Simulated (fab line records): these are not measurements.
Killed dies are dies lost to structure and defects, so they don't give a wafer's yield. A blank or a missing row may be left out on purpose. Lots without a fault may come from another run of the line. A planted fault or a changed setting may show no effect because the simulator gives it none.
What tool caused it? + flow n5Finfet + 10 lots, 30 wafers sampled, at 3 steps of a route of 1938

WHAT THE GAUGES READ, wafer by wafer
N5_BEOL_M12_OVL_MEAS_29.
| lot  | measured     | on         | M12_OVL (nm) |
|------|--------------|------------|--------------|
| L222 | day 10 09:09 | overlay-01 | 11 0 6       |
| L221 | day 10 23:23 | overlay-01 | 6 6 -1       |
| L224 | day 11 00:49 | overlay-02 | -7 2 2       |
| L223 | day 11 03:22 | overlay-02 | 1 6 -2       |
| L225 | day 11 13:26 | overlay-02 | 2 13 5       |
| L228 | day 12 03:08 | overlay-02 | 3 5 14       |
| L234 | day 14 11:03 | overlay-02 | 12 18 17     |
| L238 | day 15 00:01 | overlay-02 | -3 1 -3      |
| L241 | day 15 16:02 | overlay-01 | -1 3 7       |
| L239 | day 15 17:38 | overlay-02 | 12 3 7       |

WHICH TOOL RAN EACH LOT (tool, then ch and the chambers of the sampled wafers, then the start)
| lot  | N5_BEOL_M10_DEP_56              | N5_BEOL_M12_ETCH_59               |
|------|---------------------------------|-----------------------------------|
| L222 | pecvd-03 ch 1,2, day 9 23:16    | rieDiel-05 ch 2,3, day 10 08:09   |
| L221 | pecvd-01 ch 0,1, day 10 14:47   | rieDiel-05 ch 1,2,3, day 10 22:34 |
| L224 | pecvd-02 ch 0,1,2, day 10 14:54 | rieDiel-02 ch 0,2,3, day 10 23:52 |
| L223 | pecvd-01 ch 0,2, day 10 16:42   | rieDiel-05 ch 1,3, day 11 02:26   |
| L225 | pecvd-02 ch 0,1,2, day 11 04:06 | rieDiel-02 ch 0,1,3, day 11 12:30 |
| L228 | pecvd-01 ch 0,2, day 11 17:26   | rieDiel-06 ch 0,2, day 12 02:11   |
| L234 | pecvd-03 ch 0,1, day 14 00:43   | rieDiel-05 ch 1,2,3, day 14 10:14 |
| L238 | pecvd-02 ch 0,2, day 14 15:33   | rieDiel-06 ch 1,2, day 14 23:05   |
| L241 | pecvd-01 ch 0,2, day 15 06:00   | rieDiel-02 ch 0,2,3, day 15 15:06 |
| L239 | pecvd-03 ch 0,1,2, day 15 07:18 | rieDiel-02 ch 2,3, day 15 16:41   |
- N5_BEOL_M10_DEP_56: deposits SiCN from 3MS/NH3, target thk 15 nm, time 26.5 s.
- N5_BEOL_M12_ETCH_59: etches BARC in N2/H2, target depth 89 nm, overetch 26.7 nm, time 67.9 s.

THE ANSWER, worked out from the rows above alone
Rule: the lots themselves supply what counts as usual. The widest of any qualifying gaps counts: lots, ordered by their means at a reading, are off when they make up no more than a third of the lots, leave a main group of 4 or more, and stand apart from it by 3 or more times the standard deviation of that group's means. The tables above print the reading to a certain number of digits; a main group whose means all agree to those digits is not used. Also off: a lot with no number at a reading for which 4 or more lots have one. The other lots that the step has rows for count as sound.
Nothing can be told from this: no lot is off at any reading shown.

WHAT THE SIMULATOR HAD INSERTED
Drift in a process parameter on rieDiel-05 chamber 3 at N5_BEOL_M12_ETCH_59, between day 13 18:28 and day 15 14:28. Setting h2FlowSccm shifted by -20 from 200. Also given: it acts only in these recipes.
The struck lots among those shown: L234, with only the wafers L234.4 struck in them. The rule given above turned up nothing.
